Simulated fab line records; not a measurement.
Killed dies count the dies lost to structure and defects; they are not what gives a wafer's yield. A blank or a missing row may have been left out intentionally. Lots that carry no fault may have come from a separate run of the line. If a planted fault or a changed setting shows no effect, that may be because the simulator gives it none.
One fault through the eyes of 2 desks || flow n5_finfet || what lay behind the numbers comes last; until then each desk has only its own

== THE METROLOGY DESK ==
Means of the sampled wafers that have a number, per lot and without regard to the tool the lot ran on: this is what the gauges read. A lot is out of limits, marked OUT, if its mean lies more than 4 standard deviations from the usual mean; the brackets give that distance. Readings shown: 7 out of 11 (the first out of limits, and those lying furthest out on some lot).
Columns: A = cd_nm at N5_BEOL_M2_CD_MEAS_18, usual 18.0 nm; B = DIBL_N at N5_BEOL_M4_RC_MEAS_101, usual 36.6 mV/V; C = IOFF_P at N5_BEOL_M4_RC_MEAS_101, usual 0.21 nA/um; D = ION_N at N5_BEOL_M4_RC_MEAS_101, usual 671 uA/um; E = ION_P at N5_BEOL_M4_RC_MEAS_101, usual 460 uA/um; F = VT_N at N5_BEOL_M4_RC_MEAS_101, usual 250 mV; G = VT_P at N5_BEOL_M4_RC_MEAS_101, usual -250 mV
{"lot": "L246", "first seen here": "day 6 23:14", "A": 18.5, "B": 39.0, "C": 0.25, "D": 674, "E": 467, "F": 248, "G": -246}
{"lot": "L248", "first seen here": "day 7 04:50", "A": 18.2, "B": 35.5, "C": 0.19, "D": 669, "E": 458, "F": 250, "G": -253}
{"lot": "L250", "first seen here": "day 7 18:32", "A": 18.9, "B": 38.6, "C": 0.27, "D": 685, "E": 467, "F": 245, "G": -245}
{"lot": "L251", "first seen here": "day 7 23:38", "A": "19.4 (+4.5) OUT", "B": 38.8, "C": 0.25, "D": 678, "E": 461, "F": 248, "G": -249}
{"lot": "L253", "first seen here": "day 8 12:47", "A": 19.2, "B": 35.9, "C": 0.22, "D": 673, "E": 460, "F": 249, "G": -250}
{"lot": "L262", "first seen here": "day 11 02:59", "A": 18.1, "B": 33.3, "C": 0.19, "D": 676, "E": 467, "F": 251, "G": -249}
{"lot": "L264", "first seen here": "day 11 11:22", "A": 18.2, "B": 36.5, "C": 0.18, "D": 653, "E": 449, "F": 254, "G": -254}
{"lot": "L265", "first seen here": "day 11 11:24", "A": 17.7, "B": 36.6, "C": 0.21, "D": 674, "E": 457, "F": 251, "G": -253}
{"lot": "L266", "first seen here": "day 12 04:01", "A": 17.9, "B": 35.2, "C": 0.22, "D": 664, "E": 464, "F": 251, "G": -247}
{"lot": "L268", "first seen here": "day 12 11:26", "A": 18.2, "B": 36.2, "C": 0.23, "D": 678, "E": 469, "F": 249, "G": -246}
Finding of this desk: L251 out of limits; the first was L251 at day 7 23:38, on cd_nm at N5_BEOL_M2_CD_MEAS_18. Within limits: L246, L248, L250, L253, L262, L264, L265, L266, L268.

== FOR THE TOOL OWNER'S DESK: rie_diel-01 ==
The tool's own readings at N5_BEOL_M2_ETCH_64 (etches SOC in N2/H2, target depth 75 nm, overetch 22.5 nm, time 121.9 s): means of the sampled wafers that have a number, for each lot that ran on this tool. A lot is out of limits, marked OUT, if its mean lies more than 4 standard deviations from the usual mean; the brackets give that distance.
Columns: A = drypump_motor_current_A at N5_BEOL_M2_ETCH_64, usual 5.9 A; B = oes_product_au at N5_BEOL_M2_ETCH_64, usual 0.62 a.u.; C = rf_vpp_V at N5_BEOL_M2_ETCH_64, usual 524.1 V; D = showerhead_plenum_p_Torr at N5_BEOL_M2_ETCH_64, usual 2.55 Torr; E = temp_c at N5_BEOL_M2_ETCH_64, usual 39.99 C; F = throttle_valve_pct at N5_BEOL_M2_ETCH_64, usual 17.9 %
{"lot": "L248", "first seen here": "day 7 04:26", "A": 5.7, "B": 0.66, "C": 525.4, "D": 2.59, "E": 39.98, "F": 18.0}
{"lot": "L250", "first seen here": "day 7 18:06", "A": 5.8, "B": 0.63, "C": 523.3, "D": 2.53, "E": 40.09, "F": 18.0}
{"lot": "L251", "first seen here": "day 7 23:17", "A": 5.9, "B": 0.66, "C": 523.6, "D": 2.54, "E": 40.00, "F": 17.9}
{"lot": "L253", "first seen here": "day 8 12:26", "A": 6.0, "B": 0.68, "C": 525.7, "D": 2.59, "E": 39.94, "F": 17.8}
{"lot": "L265", "first seen here": "day 11 10:56", "A": 5.8, "B": 0.60, "C": 523.0, "D": 2.52, "E": 40.01, "F": 18.1}
{"lot": "L266", "first seen here": "day 12 03:40", "A": 5.7, "B": 0.64, "C": 524.0, "D": 2.58, "E": 39.99, "F": 18.0}
This desk found nothing out of limits on any of the 6 lots.

== BROUGHT TOGETHER ==
The metrology desk could have raised an alarm at day 7 23:38, on L251.
The desk of the tool owner found nothing out of limits.
On record at the tool owner's desk: L251, within its limits.
N5_BEOL_M2_ETCH_64 was run on rie_diel-01 by each of the lots named.

== WHAT HAD BEEN PUT IN BY THE SIMULATOR ==
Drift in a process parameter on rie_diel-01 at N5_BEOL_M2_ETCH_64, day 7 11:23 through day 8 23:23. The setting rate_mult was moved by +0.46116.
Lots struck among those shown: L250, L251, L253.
Time in hours between the start of the fault and the first out-of-limits reading at each desk: metrology desk, 12.
